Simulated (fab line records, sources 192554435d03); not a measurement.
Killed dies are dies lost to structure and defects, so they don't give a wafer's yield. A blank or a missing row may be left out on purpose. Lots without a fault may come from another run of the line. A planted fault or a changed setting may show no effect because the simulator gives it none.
Split-lot experiment | flow n5_finfet | 7 lots, 39 wafers read, on a route of 1938 steps

THE SPLIT
At N5_DUMMY_GATE_ETCH_32 (etches SiO2 in CF4, target depth 3.5 nm, time 3.9 s), the setting time_s was moved away from the recipe's 3.9 s on 15 of the 39 wafers read, by -23.1% to +12.2%. The other wafers ran this setting at the recipe's value.

The reading is taken at the split's own step.

THE READING
etch.depth_nm (the simulator's own value, which no gauge read), in nm, at N5_DUMMY_GATE_ETCH_32 (etches SiO2 in CF4, target depth 3.5 nm, time 3.9 s). The file gives no usual value for it. The 24 wafers here that ran the recipe average 3.506 nm, standard deviation 0.055 nm.

wafer  | tool, chamber at the split | time_s as run, s | against the recipe | etch.depth_nm, nm | against lot-mates on the recipe
L075.1 | rie_si-01, 3               | 3.349            | -14.1%             | 3.003             | -0.535
L075.2 | rie_si-01, 2               | 3.349            | -14.1%             | 3                 | -0.538
L075.3 | rie_si-01, 0               | 3.349            | -14.1%             | 3.055             | -0.483
L075.4 | rie_si-01, 1               | 3.9              | recipe             | 3.533             | -
L075.5 | rie_si-01, 3               | 3.9              | recipe             | 3.501             | -
L075.6 | rie_si-01, 0               | 3.9              | recipe             | 3.58              | -
L076.1 | rie_si-02, 2               | 4.335            | +11.2%             | 3.844             | +0.336
L076.2 | rie_si-02, 3               | 3.9              | recipe             | 3.417             | -
L076.3 | rie_si-02, 0               | 3.9              | recipe             | 3.608             | -
L076.4 | rie_si-02, 1               | 4.335            | +11.2%             | 3.909             | +0.401
L076.5 | rie_si-02, 1               | 3.9              | recipe             | 3.499             | -
L076.6 | rie_si-02, 2               | 4.335            | +11.2%             | 3.87              | +0.362
L077.1 | rie_si-06, 3               | 3.9              | recipe             | 3.506             | -
L077.5 | rie_si-06, 1               | 3.9              | recipe             | 3.48              | -
L077.6 | rie_si-06, 0               | 3.9              | recipe             | 3.498             | -
L079.1 | rie_si-01, 0               | 3.9              | recipe             | 3.533             | -
L079.2 | rie_si-01, 1               | 3.9              | recipe             | 3.522             | -
L079.3 | rie_si-01, 2               | 3.9              | recipe             | 3.417             | -
L079.4 | rie_si-01, 3               | 3.9              | recipe             | 3.459             | -
L079.5 | rie_si-01, 1               | 3.9              | recipe             | 3.512             | -
L079.6 | rie_si-01, 2               | 3.9              | recipe             | 3.443             | -
L081.1 | rie_si-02, 3               | 3.652            | -6.4%              | 3.243             | -0.336
L081.2 | rie_si-02, 2               | 3.9              | recipe             | 3.491             | -
L081.3 | rie_si-02, 0               | 3.9              | recipe             | 3.63              | -
L081.4 | rie_si-02, 1               | 3.652            | -6.4%              | 3.294             | -0.285
L081.5 | rie_si-02, 1               | 3.652            | -6.4%              | 3.332             | -0.247
L081.6 | rie_si-02, 0               | 3.9              | recipe             | 3.617             | -
L088.1 | rie_si-01, 2               | 3.9              | recipe             | 3.468             | -
L088.2 | rie_si-01, 0               | 4.376            | +12.2%             | 4.018             | +0.535
L088.3 | rie_si-01, 3               | 4.376            | +12.2%             | 3.94              | +0.457
L088.4 | rie_si-01, 3               | 3.9              | recipe             | 3.48              | -
L088.5 | rie_si-01, 0               | 4.376            | +12.2%             | 4.015             | +0.532
L088.6 | rie_si-01, 2               | 3.9              | recipe             | 3.501             | -
L094.1 | rie_si-06, 2               | 2.998            | -23.1%             | 2.645             | -0.838
L094.2 | rie_si-06, 1               | 3.9              | recipe             | 3.472             | -
L094.3 | rie_si-06, 0               | 3.9              | recipe             | 3.486             | -
L094.4 | rie_si-06, 3               | 2.998            | -23.1%             | 2.725             | -0.758
L094.5 | rie_si-06, 3               | 2.998            | -23.1%             | 2.736             | -0.747
L094.6 | rie_si-06, 0               | 3.9              | recipe             | 3.492             | -

THE FIT
A straight line over all 39 wafers: etch.depth_nm changes by +0.0353 nm for each +1% of time_s; r = +0.99; the points scatter about the line by 0.052 nm.
The same after taking each lot's own level away (the mean of its wafers on the recipe; 39 wafers): +0.0358 nm for each +1%; r = +0.99; scatter 0.052 nm.
On that fit, the largest move of time_s shifts the reading by 0.83 nm.
The lots' own levels span 3.4810 to 3.5793 nm, that is 1.8 times the standard deviation above.
So the lot-to-lot level changes the slope little: the two slopes agree.
Check: with one of the wafers moved furthest among these (-23.1%) left out of the fit, the line predicts -0.825 nm for it against its lot-mates. It came out at -0.838 nm against them.

OTHER SPLITS ON THESE WAFERS
These wafers also went through other splits before the reading. Each is held against what the fit with the lots' levels taken away leaves over:
other split on the same wafers  | wafers away from the commonest value | r with etch.depth_nm (lot level and that fit taken away)
N5_FIN_SAQP_HM_DEP_72 time_s    | 12                                   | -0.02
N5_DUMMY_GATE_EXPOSE_12 dose_mj | 12                                   | +0.17

THE FILE'S OWN FIT
etch.depth_nm changes by +0.0358 nm for each +1% of time_s, r = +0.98.
